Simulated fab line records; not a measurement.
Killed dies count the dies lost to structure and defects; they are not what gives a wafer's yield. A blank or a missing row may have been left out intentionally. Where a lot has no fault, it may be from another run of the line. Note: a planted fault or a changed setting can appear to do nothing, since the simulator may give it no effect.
Matching of chambers | flow n5 finfet | 4 sister chambers for N5_SDB_ALD_29 on ald sin-01
The step deposits SiNx, target thk 30 nm, pulse time 1 s, ald cycles 600. 16 wafers are shown with their chamber, then 8 later ones without.

## WAFERS PAIRED WITH THEIR CHAMBERS
wafer  | chamber | heater power w (W) | precursor pulse height rel
L074.2 | 3       | 880                | 1.019
L074.3 | 2       | 842                | 0.960
L074.5 | 2       | 806                | 0.979
L079.1 | 2       | 784                | 1.012
L079.3 | 0       | 773                | 0.986
L079.6 | 3       | 843                | 0.981
L083.2 | 0       | 783                | 0.999
L083.4 | 2       | 790                | 1.009
L083.5 | 3       | 837                | 1.017
L087.1 | 1       | 808                | 1.008
L087.3 | 0       | 765                | 0.966
L087.6 | 2       | 801                | 0.993
L088.1 | 2       | 798                | 0.993
L088.3 | 1       | 805                | 1.022
L088.5 | 2       | 782                | 0.942
L090.1 | 0       | 785                | 0.986

SIGNATURES (means of the wafers above)
reading                    | chamber 0 | chamber 1 | chamber 2 | chamber 3 | scatter within a chamber
heater power w             | 776.50    | 806.50    | 800.43    | 853.33    | 17.9
precursor pulse height rel | 0.98425   | 1.01500   | 0.98400   | 1.00567   | 0.0214
Rule: distance of a wafer from a chamber = root of the sum over the readings of ((wafer's reading minus chamber's mean) / reading's scatter) squared. The wafer belongs to the nearest chamber; if the next one is less than 2 further off, it can't be placed. The scatter: take each reading less its chamber's mean, square it, sum over the shown wafers, divide by the number of wafers less the number of chambers, and take the root.

## WAFERS MISSING THEIR CHAMBER
wafer  | heater power w (W) | precursor pulse height rel
L090.2 | 769                | 0.973
L090.5 | 797                | 1.016
L091.2 | 811                | 0.982
L091.3 | 835                | 1.044
L091.4 | 787                | 0.994
L093.2 | 793                | 1.003
L093.4 | 770                | 1.012
L093.5 | 833                | 1.007

## WHICH CHAMBER EACH ONE RAN IN
wafer  | from the rows above          | in truth
L090.2 | can't be placed: 0 or 2      | 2
L090.5 | can't be placed: 1 or 2 or 0 | 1
L091.2 | can't be placed: 2 or 1 or 0 | 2
L091.3 | can't be placed: 3 or 1 or 2 | 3
L091.4 | can't be placed: 0 or 2 or 1 | 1
L093.2 | can't be placed: 1 or 2 or 0 | 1
L093.4 | can't be placed: 0 or 1 or 2 | 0
L093.5 | can't be placed: 3 or 1 or 2 | 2
Placed correctly: 0 of 8. Can't be placed from these rows: 8 (the true chamber is among the candidates in 8). Number placed wrongly: 0.
